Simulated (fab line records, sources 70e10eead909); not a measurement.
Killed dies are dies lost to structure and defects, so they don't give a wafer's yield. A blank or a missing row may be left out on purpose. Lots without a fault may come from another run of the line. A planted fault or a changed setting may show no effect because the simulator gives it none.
A struck lot beside a sound one | flow nand_harc | 15 steps out of a route of 1302
Sound: wafers L179.4, L179.5, L179.6. Struck: wafer L188.1. (L188.2, L188.6 of the same lot were not struck and are left out.) The cause comes at the end.
At each step with rows: each side's tool, then ch and its chambers, then its first start. Under that, the readings that differ: sound wafers | struck wafers | difference of the means | sigmas: that difference in standard deviations of wafers without a fault.
alike: readings whose means differ by less than 2 such deviations, and words and numbers that are the same on both sides. not compared: withheld readings, readings that some wafer has no value for, bounds like >300 that may hide the same value, and numbers for which the record gives no deviation and whose values overlap.
The two part at a step that has a row with sigmas, a row that says differs or no value, or rows on one side only. Numbers that don't overlap but have no deviation are shown without sigmas and don't part them. A reading that every wafer of one side lacks parts them only if that side has two wafers or more.

NHARC_P_M1_INSPECT_11:
  sound on defect_inspect-02, day 7 03:36; struck on defect_inspect-01, day 10 15:53
  alike: raw_defect_count
NHARC_P_M1_DESCUM_14: chemistry O2, time 3 s.
  sound on rie_diel-03 ch 0,1,3, day 7 03:41; struck on rie_diel-03 ch 1, day 10 15:57
  alike: chamber_pressure_mTorr, drypump_motor_current_A, oes_product_au, rf_vpp_V, showerhead_plenum_p_Torr, throttle_valve_pct
  not compared: rf_hours_counter_h
then, 2 steps without rows for these wafers: NHARC_P_M1_ETCH_35 (etches the open film in N2/H2, target depth 40 nm, overetch 12 nm, time 43.94 s); NHARC_P_M1_ETCH_15 (etches the open film in C4F8/Ar, target depth 182.5 nm, time 91.2 s).
NHARC_P_M1_CD_MEAS_16:
  sound on cd_sem-03, day 7 04:12; struck on cd_sem-01, day 10 16:16
  alike: cd_nm
then, 3 steps without rows for these wafers: NHARC_P_M1_STRIP_18 (strips in N2/H2); NHARC_P_M1_ETCH_28 (etches the open film in CF4/N2, target depth 30 nm, time 72.99 s); NHARC_P_M1_STRIP_19 (strips in post etch residue remover, time 600 s).
NHARC_P_M1_DEGAS_29: time 60 s.
  sound on pvd_sputter-03, day 7 04:55; struck on pvd_sputter-03, day 10 16:59
  alike: heater_power_w
NHARC_P_M1_PRE_CLEAN_30: time 30 s.
  sound on pvd_sputter-03; struck on pvd_sputter-03
  alike: heater_power_w
NHARC_P_M1_PVD_20: deposits TaN, target thk 5 nm, time 8.06 s.
  sound on pvd_sputter-03; struck on pvd_sputter-03
  reading                | sound             | struck | difference | sigmas
  cathode_dc_power_W (W) | 15002 15006 15004 | 14998  | -6         | -2
  alike: throttle_valve_pct
NHARC_P_M1_PVD_21: deposits Cu, target thk 30 nm, time 20.49 s.
  sound on pvd_sputter-03; struck on pvd_sputter-03
  alike: cathode_dc_power_W, throttle_valve_pct
NHARC_P_M1_ECD_22: material Cu, target thk 400 nm.
  sound on ecd_cu-01 ch 0,1, day 7 05:25; struck on ecd_cu-02 ch 0,1, day 10 17:20
then, 1 step without rows for these wafers: NHARC_P_M1_ANNEAL_31 (time 90 s).
NHARC_P_M1_CMP_23: polishes, t overpolish 20 s, target thk 157.82 nm.
  sound on cmp-03 ch 0,1, day 7 06:01; struck on cmp-04 ch 1, day 10 18:05
  alike: motor_current_A, time_to_endpoint_s

WHERE THEY PART
Only at NHARC_P_M1_PVD_20, within this record. Later steps at which nothing parts them and some readings are alike: NHARC_P_M1_PVD_21, NHARC_P_M1_CMP_23.

WHY: what the simulator had put in
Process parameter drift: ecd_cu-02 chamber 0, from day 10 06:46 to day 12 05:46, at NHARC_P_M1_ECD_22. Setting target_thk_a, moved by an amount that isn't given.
